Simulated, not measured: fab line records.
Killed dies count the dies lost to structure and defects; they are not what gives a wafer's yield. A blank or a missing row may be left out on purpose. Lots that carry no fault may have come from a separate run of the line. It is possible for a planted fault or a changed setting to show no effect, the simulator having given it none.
A struck lot beside a sound one :: flow nandHarc :: 14 out of 1159 route steps
Sound: these wafers, L192.2, L192.3, L192.5. Struck: wafer L199.1. (L199.2, L199.5 of the same lot were not struck and are left out.) The cause comes at the end.
At each step with rows: each side's tool, then ch and its chambers, then its first start. Under that, the readings that differ: sound wafers :: struck wafers :: difference of the means :: sigmas: that difference in standard deviations of wafers without a fault.
alike: a reading whose means differ by less than 2 such deviations, as well as words and numbers matching on both sides. not compared: withheld readings; readings where some wafer has no value; bounds like >300 that might hide an equal value; numbers whose values overlap and for which the record gives no deviation.
Wherever a step has rows on one side only, a row that says differs or no value, or a row with sigmas, the two part there. Numbers that have no deviation but don't overlap get no sigmas and don't part them. A reading missing from all wafers of one side parts the sides only when that side holds two or more wafers.

first, 7 steps without rows for these wafers: NHARC_A_CHANNEL_HOLE_D1_COAT_37 (time 65 s); NHARC_A_CHANNEL_HOLE_D1_COAT_04 (resist thk 90 nm); NHARC_A_CHANNEL_HOLE_D1_SOFTBAKE_05 (time 55 s); NHARC_A_CHANNEL_HOLE_D1_EBR_06; NHARC_A_CHANNEL_HOLE_D1_EXPOSE_07 (exposes mask HOLE D1, target cd 100 nm); NHARC_A_CHANNEL_HOLE_D1_PEB_08 (peb time 65 s); NHARC_A_CHANNEL_HOLE_D1_DEVELOP_09 (develop time 35 s).
NHARC_A_CHANNEL_HOLE_D1_CD_MEAS_10 targets a cd of 100 nm.
  sound on cdSem-03 ch 0, day 10 08:10; struck on cdSem-03 ch 0, day 12 07:31
  alike: cdNm
NHARC_A_CHANNEL_HOLE_D1_OVL_MEAS_11:
  sound: overlay-01 at day 10 08:16; struck: overlay-02 at day 12 07:37
  alike: overlayXNm, overlayYNm
NHARC_A_CHANNEL_HOLE_D1_INSPECT_12:
  sound: defectInspect-01 at day 10 08:17; struck: defectInspect-02 at day 12 07:39
  alike: rawDefectCount
NHARC_A_CHANNEL_HOLE_D1_DESCUM_15: chemistry O2, time 3 s.
  sound on rieDiel-02 ch 0,1,2, day 10 08:21; struck on rieDiel-02 ch 1, day 12 07:43
  alike: drypumpMotorCurrentA, oesProductAu, rfVppV, showerheadPlenumPTorr, throttleValvePct
  not compared: rfHoursCounterH
NHARC_A_CHANNEL_HOLE_D1_ETCH_38: etches the open film in CF4, target depth 39 nm, time 65 s.
  sound on rieDiel-02 ch 0,2, day 10 08:26; struck on rieDiel-02 ch 0, day 12 07:47
  alike: drypumpMotorCurrentA, oesProductAu, rfVppV, runLengthS, showerheadPlenumPTorr, throttleValvePct
  not compared: rfHoursCounterH
NHARC_A_CHANNEL_HOLE_D1_ETCH_39: etches the open film in N2/H2, target depth 260 nm, time 325 s.
  sound on rieDiel-02 ch 0,2,3, day 10 08:33; struck on rieDiel-02 ch 0, day 12 07:53
reading: runLengthS (s)
sound: 346.5 346.2 347.2
struck: 262.2
difference: -84.4
sigmas: -99 or more

reading: throttleValvePct (%)
sound: 14.165 14.164 14.178
struck: 14.197
difference: +0.028
sigmas: +3
  alike: drypumpMotorCurrentA, h2FlowSccm, oesProductAu, rfVppV, showerheadPlenumPTorr
  not compared: rfHoursCounterH
NHARC_A_CHANNEL_HOLE_D1_ETCH_34: etches the open film in CF4/CHF3, target depth 154 nm, time 77 s.
  sound: rieDiel-02 ch 1,2; struck: rieDiel-02 ch 2
  alike: drypumpMotorCurrentA, oesProductAu, rfVppV, runLengthS, showerheadPlenumPTorr, throttleValvePct
  not compared: rfHoursCounterH

WHERE THEY PART
NHARC_A_CHANNEL_HOLE_D1_ETCH_39 only, going by this record. Later steps at which nothing parts them and some readings are alike: NHARC_A_CHANNEL_HOLE_D1_ETCH_34.

WHY: the cause the simulator had injected
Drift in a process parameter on rieDiel-02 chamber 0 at NHARC_A_CHANNEL_HOLE_D1_ETCH_39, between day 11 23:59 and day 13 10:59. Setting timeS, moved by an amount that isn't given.
